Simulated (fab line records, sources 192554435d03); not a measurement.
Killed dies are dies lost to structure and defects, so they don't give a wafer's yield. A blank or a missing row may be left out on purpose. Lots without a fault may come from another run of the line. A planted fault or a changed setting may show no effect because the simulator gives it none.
One fault seen from 2 desks | flow n5_finfet | each desk has only its own numbers; what lay behind them comes last

THE METROLOGY DESK
What the gauges read, lot by lot, whatever tool the lot ran on: means of the sampled wafers that have a number. A lot is out of limits, marked OUT, if its mean lies more than 4 standard deviations from the usual mean; the brackets give that distance. Of its 11 readings 7 are shown: those that lie furthest out on some lot.
Columns: A = cd_nm at N5_FIN_SAQP_CD_MEAS_27, usual 20.33 nm; B = DIBL_N at N5_BEOL_M4_RC_MEAS_101, usual 36.5 mV/V; C = DIBL_P at N5_BEOL_M4_RC_MEAS_101, usual 36.5 mV/V; D = IOFF_P at N5_BEOL_M4_RC_MEAS_101, usual 0.22 nA/um; E = SS_N at N5_BEOL_M4_RC_MEAS_101, usual 71.6 mV/dec; F = VT_N at N5_BEOL_M4_RC_MEAS_101, usual 249 mV; G = VT_P at N5_BEOL_M4_RC_MEAS_101, usual -250 mV
lot  | first seen here | A     | B    | C    | D    | E    | F   | G
L154 | day 2 00:02     | 20.46 | 35.4 | 35.9 | 0.20 | 71.1 | 249 | -250
L159 | day 3 06:25     | 20.54 | 35.9 | 35.8 | 0.21 | 71.3 | 249 | -248
L167 | day 5 06:17     | 20.00 | 37.4 | 38.4 | 0.21 | 71.6 | 247 | -252
L169 | day 5 18:39     | 20.29 | 36.9 | 37.7 | 0.21 | 71.9 | 249 | -251
L175 | day 7 06:51     | 20.46 | 33.1 | 33.6 | 0.19 | 70.8 | 251 | -248
L176 | day 7 12:47     | 20.31 | 38.4 | 39.1 | 0.29 | 72.0 | 244 | -244
This desk's finding: nothing out of limits on any of the 6 lots.

THE TOOL OWNER'S DESK: litho_track-01
The tool's own readings at N5_FIN_SAQP_COAT_68 (time 60 s, resist thk 100 nm): means of the sampled wafers that have a number, for each lot that ran on this tool. A lot is out of limits, marked OUT, if its mean lies more than 4 standard deviations from the usual mean; the brackets give that distance.
Columns: A = spin_speed_rpm at N5_FIN_SAQP_COAT_68, usual 1500.0 rpm
lot  | first seen here | A
L159 | day 3 07:13     | 1500.7
L167 | day 5 07:04     | 1534.5 (+31) OUT
L169 | day 5 19:19     | 1534.9 (+32) OUT
This desk's finding: out of limits on L167, L169; first on L167, day 5 07:04 (spin_speed_rpm at N5_FIN_SAQP_COAT_68). In limits: L159.

PUT TOGETHER
The tool owner's desk could have raised an alarm at day 5 07:04, on L167, L169.
The metrology desk saw nothing out of limits.
The metrology desk has L167, L169 on record, within its limits.
Of the lots named, all ran N5_FIN_SAQP_COAT_68 on litho_track-01.

WHAT THE SIMULATOR HAD PUT IN
Process parameter drift: litho_track-01, from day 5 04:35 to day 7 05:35, at N5_FIN_SAQP_COAT_68. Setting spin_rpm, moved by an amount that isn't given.
Lots struck among those shown: L167, L169.
Hours from the fault's start to each desk's first reading out of limits: the tool owner's desk, 2.
